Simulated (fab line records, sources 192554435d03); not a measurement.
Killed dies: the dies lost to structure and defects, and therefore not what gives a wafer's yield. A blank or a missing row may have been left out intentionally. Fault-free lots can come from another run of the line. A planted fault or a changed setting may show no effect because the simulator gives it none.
Chamber matching || flow n5_finfet || cmp-01 running N5_SDB_CMP_30: 4 sister chambers
The step polishes, stops on poly-Si, t overpolish 1.54 s, target thk 30 nm. 16 wafers are shown with their chamber, then 8 later ones without.

== WAFERS, EACH WITH ITS CHAMBER ==
{"wafer": "L074.4", "chamber": 3, "motor_current_A (A)": 14.5, "time_to_endpoint_s (s)": 16.6, "overpolish_run_s (s)": 1.554}
{"wafer": "L074.5", "chamber": 0, "motor_current_A (A)": 10.8, "time_to_endpoint_s (s)": 14.2, "overpolish_run_s (s)": 1.526}
{"wafer": "L074.6", "chamber": 3, "motor_current_A (A)": 13.8, "time_to_endpoint_s (s)": 16.5, "overpolish_run_s (s)": 1.509}
{"wafer": "L077.2", "chamber": 1, "motor_current_A (A)": 10.6, "time_to_endpoint_s (s)": 19.5, "overpolish_run_s (s)": 1.560}
{"wafer": "L077.3", "chamber": 2, "motor_current_A (A)": 11.8, "time_to_endpoint_s (s)": 19.4, "overpolish_run_s (s)": 1.529}
{"wafer": "L077.6", "chamber": 1, "motor_current_A (A)": 10.2, "time_to_endpoint_s (s)": 19.6, "overpolish_run_s (s)": 1.530}
{"wafer": "L079.3", "chamber": 3, "motor_current_A (A)": 14.6, "time_to_endpoint_s (s)": 19.9, "overpolish_run_s (s)": 1.540}
{"wafer": "L079.4", "chamber": 2, "motor_current_A (A)": 12.3, "time_to_endpoint_s (s)": 20.4, "overpolish_run_s (s)": 1.537}
{"wafer": "L079.6", "chamber": 0, "motor_current_A (A)": 9.8, "time_to_endpoint_s (s)": 16.9, "overpolish_run_s (s)": 1.533}
{"wafer": "L086.1", "chamber": 2, "motor_current_A (A)": 12.2, "time_to_endpoint_s (s)": 20.9, "overpolish_run_s (s)": 1.542}
{"wafer": "L086.4", "chamber": 1, "motor_current_A (A)": 10.8, "time_to_endpoint_s (s)": 18.7, "overpolish_run_s (s)": 1.551}
{"wafer": "L086.5", "chamber": 2, "motor_current_A (A)": 12.4, "time_to_endpoint_s (s)": 18.8, "overpolish_run_s (s)": 1.537}
{"wafer": "L089.3", "chamber": 1, "motor_current_A (A)": 11.0, "time_to_endpoint_s (s)": 13.1, "overpolish_run_s (s)": 1.546}
{"wafer": "L089.4", "chamber": 0, "motor_current_A (A)": 10.0, "time_to_endpoint_s (s)": 10.3, "overpolish_run_s (s)": 1.533}
{"wafer": "L089.6", "chamber": 3, "motor_current_A (A)": 13.9, "time_to_endpoint_s (s)": 13.1, "overpolish_run_s (s)": 1.547}
{"wafer": "L092.2", "chamber": 2, "motor_current_A (A)": 12.3, "time_to_endpoint_s (s)": 16.7, "overpolish_run_s (s)": 1.544}

SIGNATURES (means of the wafers above)
{"reading": "motor_current_A", "chamber 0": 10.200, "chamber 1": 10.650, "chamber 2": 12.200, "chamber 3": 14.200, "scatter within a chamber": 0.369}
{"reading": "time_to_endpoint_s", "chamber 0": 13.800, "chamber 1": 17.725, "chamber 2": 19.240, "chamber 3": 16.525, "scatter within a chamber": 2.66}
{"reading": "overpolish_run_s", "chamber 0": 1.53067, "chamber 1": 1.54675, "chamber 2": 1.53780, "chamber 3": 1.53750, "scatter within a chamber": 0.0123}
Rule: a wafer lies at a distance from a chamber equal to the root of the sum of squares, over the readings, of (its reading less the chamber's mean, divided by the reading's scatter). If the next closest chamber is less than 2 further off than the closest, the wafer can't be placed; otherwise it belongs to the closest. The scatter: take each reading less its chamber's mean, square it, sum over the shown wafers, divide by the number of wafers less the number of chambers, and take the root.

== WAFERS WITH NO CHAMBER GIVEN ==
{"wafer": "L092.4", "motor_current_A (A)": 9.9, "time_to_endpoint_s (s)": 11.5, "overpolish_run_s (s)": 1.553}
{"wafer": "L092.6", "motor_current_A (A)": 10.4, "time_to_endpoint_s (s)": 10.2, "overpolish_run_s (s)": 1.529}
{"wafer": "L093.1", "motor_current_A (A)": 11.1, "time_to_endpoint_s (s)": 15.5, "overpolish_run_s (s)": 1.534}
{"wafer": "L093.2", "motor_current_A (A)": 12.2, "time_to_endpoint_s (s)": 16.1, "overpolish_run_s (s)": 1.538}
{"wafer": "L093.5", "motor_current_A (A)": 10.9, "time_to_endpoint_s (s)": 17.5, "overpolish_run_s (s)": 1.562}
{"wafer": "L097.2", "motor_current_A (A)": 10.0, "time_to_endpoint_s (s)": 11.4, "overpolish_run_s (s)": 1.544}
{"wafer": "L097.4", "motor_current_A (A)": 10.6, "time_to_endpoint_s (s)": 14.6, "overpolish_run_s (s)": 1.536}
{"wafer": "L097.6", "motor_current_A (A)": 10.3, "time_to_endpoint_s (s)": 14.0, "overpolish_run_s (s)": 1.525}

== THE CHAMBER EACH PASSED THROUGH ==
{"wafer": "L092.4", "from the rows above": "can't be placed: 0 or 1", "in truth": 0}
{"wafer": "L092.6", "from the rows above": "can't be placed: 0 or 1", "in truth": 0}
{"wafer": "L093.1", "from the rows above": "can't be placed: 1 or 0 or 2", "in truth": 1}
{"wafer": "L093.2", "from the rows above": 2, "in truth": 2}
{"wafer": "L093.5", "from the rows above": 1, "in truth": 1}
{"wafer": "L097.2", "from the rows above": "can't be placed: 0 or 1", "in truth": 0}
{"wafer": "L097.4", "from the rows above": "can't be placed: 0 or 1", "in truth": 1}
{"wafer": "L097.6", "from the rows above": "can't be placed: 0 or 1", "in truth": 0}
2 of 8 placed correctly. From these rows, 6 cannot be placed; in 6 the true chamber is one of the candidates. Wrongly placed: 0.
